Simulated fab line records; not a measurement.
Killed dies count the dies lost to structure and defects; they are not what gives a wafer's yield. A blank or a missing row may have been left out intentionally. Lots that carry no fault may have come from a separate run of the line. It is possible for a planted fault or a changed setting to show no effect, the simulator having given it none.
Split-lot trial :: flow n5-finfet :: route with 1938 steps; 7 lots, 21 wafers read

## THE SPLIT ITSELF
At N5_BEOL_M7_ILD_DEP_00 (deposits SiCOH lowk from DEMS/porogen, target thk 179.75 nm, time 33.4 s), the setting time-s was moved away from the recipe's 33.4 s on 10 of the 21 wafers read, by -13.9% to +14.0%. This setting was run at the recipe's value on the other wafers.

## THE PATH FROM SPLIT TO READING: the file shows 1 step between them
- N5_BEOL_M7_CURE_74: cures SiCOH lowk, time 240 s

## THE READING
M7_ILD_THK (nm), taken at N5_BEOL_M7_THK_MEAS_01. On this fab line, fault-free wafers typically give 155.0 nm with a standard deviation of 1.9 nm.

wafer: L076.1
tool, chamber at the split: pecvd-04, 0
time-s as run, s: 37.74
against the recipe: +13.0%
M7_ILD_THK, nm: 173.4
against lot-mates on the recipe: +17.9

wafer: L076.5
tool, chamber at the split: pecvd-04, 0
time-s as run, s: 37.74
against the recipe: +13.0%
M7_ILD_THK, nm: 175.9
against lot-mates on the recipe: +20.4

wafer: L076.6
tool, chamber at the split: pecvd-04, 1
time-s as run, s: 33.4
against the recipe: recipe
M7_ILD_THK, nm: 155.5
against lot-mates on the recipe: -

wafer: L078.2
tool, chamber at the split: pecvd-01, 1
time-s as run, s: 28.77
against the recipe: -13.9%
M7_ILD_THK, nm: 133.8
against lot-mates on the recipe: no lot-mate on the recipe

wafer: L078.3
tool, chamber at the split: pecvd-01, 0
time-s as run, s: 28.77
against the recipe: -13.9%
M7_ILD_THK, nm: 134.2
against lot-mates on the recipe: no lot-mate on the recipe

wafer: L078.5
tool, chamber at the split: pecvd-01, 1
time-s as run, s: 28.77
against the recipe: -13.9%
M7_ILD_THK, nm: 136.2
against lot-mates on the recipe: no lot-mate on the recipe

wafer: L088.1
tool, chamber at the split: pecvd-03, 2
time-s as run, s: 33.4
against the recipe: recipe
M7_ILD_THK, nm: 154.6
against lot-mates on the recipe: -

wafer: L088.3
tool, chamber at the split: pecvd-03, 2
time-s as run, s: 33.4
against the recipe: recipe
M7_ILD_THK, nm: 154.9
against lot-mates on the recipe: -

wafer: L088.6
tool, chamber at the split: pecvd-03, 2
time-s as run, s: 33.4
against the recipe: recipe
M7_ILD_THK, nm: 155.1
against lot-mates on the recipe: -

wafer: L087.1
tool, chamber at the split: pecvd-04, 1
time-s as run, s: 33.4
against the recipe: recipe
M7_ILD_THK, nm: 155.0
against lot-mates on the recipe: -

wafer: L087.5
tool, chamber at the split: pecvd-04, 1
time-s as run, s: 34.96
against the recipe: +4.7%
M7_ILD_THK, nm: 164.0
against lot-mates on the recipe: +6.8

wafer: L087.6
tool, chamber at the split: pecvd-04, 2
time-s as run, s: 33.4
against the recipe: recipe
M7_ILD_THK, nm: 159.4
against lot-mates on the recipe: -

wafer: L089.4
tool, chamber at the split: pecvd-03, 2
time-s as run, s: 38.09
against the recipe: +14.0%
M7_ILD_THK, nm: 175.4
against lot-mates on the recipe: no lot-mate on the recipe

wafer: L089.5
tool, chamber at the split: pecvd-03, 1
time-s as run, s: 38.09
against the recipe: +14.0%
M7_ILD_THK, nm: 177.5
against lot-mates on the recipe: no lot-mate on the recipe

wafer: L089.6
tool, chamber at the split: pecvd-03, 2
time-s as run, s: 38.09
against the recipe: +14.0%
M7_ILD_THK, nm: 175.0
against lot-mates on the recipe: no lot-mate on the recipe

wafer: L091.1
tool, chamber at the split: pecvd-04, 1
time-s as run, s: 33.4
against the recipe: recipe
M7_ILD_THK, nm: 153.8
against lot-mates on the recipe: -

wafer: L091.4
tool, chamber at the split: pecvd-04, 2
time-s as run, s: 33.4
against the recipe: recipe
M7_ILD_THK, nm: 158.2
against lot-mates on the recipe: -

wafer: L091.6
tool, chamber at the split: pecvd-04, 0
time-s as run, s: 36.16
against the recipe: +8.3%
M7_ILD_THK, nm: 172.7
against lot-mates on the recipe: +16.7

wafer: L094.2
tool, chamber at the split: pecvd-03, 2
time-s as run, s: 33.4
against the recipe: recipe
M7_ILD_THK, nm: 150.7
against lot-mates on the recipe: -

wafer: L094.5
tool, chamber at the split: pecvd-03, 0
time-s as run, s: 33.4
against the recipe: recipe
M7_ILD_THK, nm: 154.9
against lot-mates on the recipe: -

wafer: L094.6
tool, chamber at the split: pecvd-03, 1
time-s as run, s: 33.4
against the recipe: recipe
M7_ILD_THK, nm: 154.6
against lot-mates on the recipe: -

THE FIT
A straight line over all 21 wafers: M7_ILD_THK changes by +1.51 nm for each +1% of time-s; r = +0.99; the points scatter about the line by 2.1 nm.
The same after taking each lot's own level away (the mean of its wafers on the recipe; 15 wafers): +1.55 nm for each +1%; r = +0.97; scatter 2 nm.
On that fit, the largest move of time-s shifts the reading by 22 nm.
Measured against the standard deviation above, the lots' own levels, which go from 153.40 to 157.20 nm, span 2.0 times it.
Consequently the slope shifts little with the lot-to-lot level, the two slopes agreeing.
Check: with one of the wafers moved furthest among these (+13.0%) left out of the fit, the line predicts +21.8 nm for it against its lot-mates. Against them it came out at +17.9 nm.

## ADDITIONAL SPLITS CARRIED BY THESE WAFERS
Note: prior to the reading, these wafers also went through further splits. Each is held against what the fit with the lots' levels taken away leaves over:
other split on the same wafers: N5_BEOL_M4_ETCH_64 bias-w
wafers away from the commonest value: 8
r with M7_ILD_THK (lot level and that fit taken away): -0.07

other split on the same wafers: N5_BEOL_M4_COAT_67 spin-rpm
wafers away from the commonest value: 10
r with M7_ILD_THK (lot level and that fit taken away): +0.01

other split on the same wafers: N5_BEOL_M4_TRENCH_ETCH_37 source-w
wafers away from the commonest value: 12
r with M7_ILD_THK (lot level and that fit taken away): -0.20

other split on the same wafers: N5_BEOL_M5_ETCH_72 source-w
wafers away from the commonest value: 8
r with M7_ILD_THK (lot level and that fit taken away): +0.04

other split on the same wafers: N5_BEOL_M5_COAT_74 spin-rpm
wafers away from the commonest value: 4
r with M7_ILD_THK (lot level and that fit taken away): +0.43

## THE WHOLE CHAIN: every reading that the file lists as answering this split, in the file's order
step: N5_BEOL_M7_ILD_DEP_00
what it does: deposits SiCOH lowk from DEMS/porogen, target thk 179.75 nm, time 33.4 s
reading: SiCOH_lowk_of_BEOL_M7_ILD_DEP_00.thk-nm (the simulator's own value, which no gauge read)
change (the file's fit): +1.86 nm for each +1% of the setting
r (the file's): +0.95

step: N5_BEOL_M7_CURE_74
what it does: cures SiCOH lowk, time 240 s
reading: SiCOH_lowk_of_BEOL_M7_ILD_DEP_00.thk-nm (the simulator's own value, which no gauge read)
change (the file's fit): +1.62 nm for each +1% of the setting
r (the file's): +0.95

step: N5_BEOL_M7_THK_MEAS_01
what it does: 
reading: M7_ILD_THK
change (the file's fit): +1.62 for each +1% of the setting
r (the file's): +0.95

## FILE'S OWN FIT
M7_ILD_THK changes by +1.62 nm for each +1% of time-s, r = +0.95.
